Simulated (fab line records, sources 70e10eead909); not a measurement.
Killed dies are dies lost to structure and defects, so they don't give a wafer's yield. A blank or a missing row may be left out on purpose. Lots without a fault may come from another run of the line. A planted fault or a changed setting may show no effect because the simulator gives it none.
Problem report in the 8D (eight disciplines) form, filled by code | flow nand_harc | the parts of the form that need people (team, actions taken, sign-off) are left out

1. THE PROBLEM
rf_fwd_power_W at NHARC_A_STAIRCASE_DEP_151 reads a mean of 419.1 W on 9 wafers of 3 lots; wafers without a fault read 499.4 W with a standard deviation of 1.6. That is -50 standard deviations from the usual mean.
The step: deposits SiO2, target thk 7200 nm.
First seen on wafer L517.3, day 20 00:48, on pecvd-03. The record holds 36 wafers of 12 lots with a number at this step. Rule for "out", or "out of limits": more than 4 standard deviations from the usual mean. The other wafers with a number count as sound.

2. WHAT IT IS AND WHAT IT IS NOT
question                    | is                     | is not
which readings at this step | rf_fwd_power_W         | -
which lots                  | L517, L518, L519       | L513, L514, L525, L526, L527, L529, L530, L531, L534
which wafers of those lots  | all that have a number | -
read on which tools         | pecvd-03               | pecvd-01, pecvd-04
when                        | from day 20 00:48      | up to then (6 sound wafers); but 21 sound wafers of L525, L526, L527, L529, L530, L531, L534 came after

3. SUSPECTS, AND WHAT RULES EACH OUT
Counting: a tool at a process step up to the reading stays a suspect if it ran every lot that is out and no sound lot after the first of them.
- pecvd-03 at NHARC_A_STAIRCASE_DEP_151 (deposits SiO2, target thk 7200 nm): ruled out as a lasting fault. Sound lots L527, L531 ran on it after its first lot that is out, L517 (day 20 00:48).
Left after counting: nothing in the record.

4. THE CAUSE (what the simulator had put in)
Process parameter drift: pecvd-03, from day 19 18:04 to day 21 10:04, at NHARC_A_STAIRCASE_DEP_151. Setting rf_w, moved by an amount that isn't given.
Counting ruled it out, wrongly.

5. THE CHAIN OF EFFECTS, in route order
Each row: a reading whose mean over the struck wafers that have a number lies more than 3 standard deviations from the usual. Only readings for which the record gives a usual standard deviation are gone through. hours: the time from each lot's start at the first step in this table that gives one to its start at this step, as a median over the lots. sigmas: the change in usual standard deviations.
hours | step                      | reading        | usual   | on struck wafers | change | sigmas
0     | NHARC_A_STAIRCASE_DEP_151 | rf_fwd_power_W | 499.4 W | 419.1            | -80.3  | -50
The process steps in it:
- NHARC_A_STAIRCASE_DEP_151: deposits SiO2, target thk 7200 nm.
Later measuring or inspecting steps at which every struck wafer that the step has a row for has a number for every such reading, and none has moved that far: NHARC_END_SORT_01.

6. WHAT WOULD HAVE CAUGHT IT SOONER
In this record the first reading out of limits was taken at day 20 00:48, 7 hours after the fault began at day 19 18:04.
